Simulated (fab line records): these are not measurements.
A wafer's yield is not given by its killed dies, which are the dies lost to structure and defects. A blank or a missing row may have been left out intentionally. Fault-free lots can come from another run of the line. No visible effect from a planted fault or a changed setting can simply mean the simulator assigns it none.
Chamber matching | flow nand-harc | rie-diel-11 running NHARC_A_WL_FILL_STRIP_29: 4 sister chambers
The step strips in O2, time 20 s. 7 wafers are shown with their chamber, then 7 later ones without.

== WAFERS WITH THEIR CHAMBER ==
wafer  | chamber | rf-vpp-V (V) | throttle-valve-pct (%)
L074.3 | 3       | 57.9         | 17.048
L086.6 | 1       | 58.4         | 17.028
L085.1 | 1       | 57.4         | 17.034
L085.4 | 0       | 57.4         | 17.038
L085.6 | 2       | 57.6         | 17.036
L093.1 | 2       | 57.5         | 17.029
L093.3 | 0       | 57.3         | 17.043

== WAFERS MISSING THEIR CHAMBER ==
wafer  | rf-vpp-V (V) | throttle-valve-pct (%)
L093.4 | 58.0         | 17.050
L092.4 | 56.3         | 17.031
L092.5 | 58.9         | 17.023
L092.6 | 57.7         | 17.030
L097.1 | 57.0         | 17.042
L097.2 | 59.1         | 17.018
L097.4 | 56.8         | 17.025

== WHICH CHAMBER EACH ONE RAN IN ==
wafer  | from the rows above          | in truth
L093.4 | 3                            | 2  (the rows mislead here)
L092.4 | can't be placed: 2 or 0 or 1 | 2
L092.5 | can't be placed: 1 or 2      | 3
L092.6 | can't be placed: 1 or 2      | 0
L097.1 | can't be placed: 0 or 2 or 3 | 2
L097.2 | can't be placed: 1 or 2      | 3
L097.4 | can't be placed: 2 or 1 or 0 | 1
Correct placement for 0 of the 7. From these rows, 6 cannot be placed; in 3 the true chamber is one of the candidates. Wrongly placed: 1.
How it was worked out, from the rows above alone: a wafer's distance from a chamber is the root of the sum, over the readings, of the square of ((its reading less the chamber's mean) divided by the reading's scatter). If the next closest chamber is less than 2 further off than the closest, the wafer can't be placed; otherwise it belongs to the closest. For every chamber, the mean is computed from those of its wafers that are shown. The scatter is the square root of a quotient: the sum, over the shown wafers, of each reading's squared deviation from its chamber's mean, divided by wafers minus chambers.
